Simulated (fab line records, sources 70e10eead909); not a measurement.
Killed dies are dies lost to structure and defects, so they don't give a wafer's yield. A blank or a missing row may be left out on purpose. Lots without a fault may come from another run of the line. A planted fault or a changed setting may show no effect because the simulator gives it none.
One fault seen from 2 desks | flow nand_harc | each desk has only its own numbers; what lay behind them comes last

THE TOOL OWNER'S DESK: rie_diel-01
The tool's own readings at NHARC_P_GATE_DESCUM_13 (chemistry O2, time 3 s): means of the sampled wafers that have a number, for each lot that ran on this tool. A lot is out of limits, marked OUT, if its mean lies more than 4 standard deviations from the usual mean; the brackets give that distance.
Columns: A = drypump_motor_current_A at NHARC_P_GATE_DESCUM_13, usual 5.5 A; B = mfc_ar_sccm at NHARC_P_GATE_DESCUM_13, usual 0.017 sccm; C = oes_product_au at NHARC_P_GATE_DESCUM_13, usual 0.997 a.u.; D = rf_vpp_V at NHARC_P_GATE_DESCUM_13, usual 58.0 V; E = run_length_s at NHARC_P_GATE_DESCUM_13, usual 23.9 s; F = showerhead_plenum_p_Torr at NHARC_P_GATE_DESCUM_13, usual 1.93 Torr; G = throttle_valve_pct at NHARC_P_GATE_DESCUM_13, usual 11.312 %
lot  | first seen here | A   | B     | C     | D    | E    | F    | G
L734 | day 7 12:48     | 5.5 | 0.022 | 0.993 | 58.3 | 23.7 | 1.99 | 11.310
L747 | day 12 16:28    | 5.3 | 0.028 | 0.990 | 58.5 | 24.5 | 2.03 | 11.307
This desk's finding: nothing out of limits on any of the 2 lots.

THE METROLOGY DESK
What the gauges read, lot by lot, whatever tool the lot ran on: means of the sampled wafers that have a number. A lot is out of limits, marked OUT, if its mean lies more than 4 standard deviations from the usual mean; the brackets give that distance.
Columns: A = cd_nm at NHARC_P_GATE_CD_MEAS_11, usual 1639.9 nm
lot  | first seen here | A
L728 | day 4 19:22     | 1638.9
L729 | day 5 02:10     | 1638.8
L734 | day 7 12:38     | 1640.6
L738 | day 9 00:19     | 1640.3
L747 | day 12 16:18    | 1642.2
This desk's finding: nothing out of limits on any of the 5 lots.

PUT TOGETHER
The tool owner's desk saw nothing out of limits.
The metrology desk saw nothing out of limits.

WHAT THE SIMULATOR HAD PUT IN
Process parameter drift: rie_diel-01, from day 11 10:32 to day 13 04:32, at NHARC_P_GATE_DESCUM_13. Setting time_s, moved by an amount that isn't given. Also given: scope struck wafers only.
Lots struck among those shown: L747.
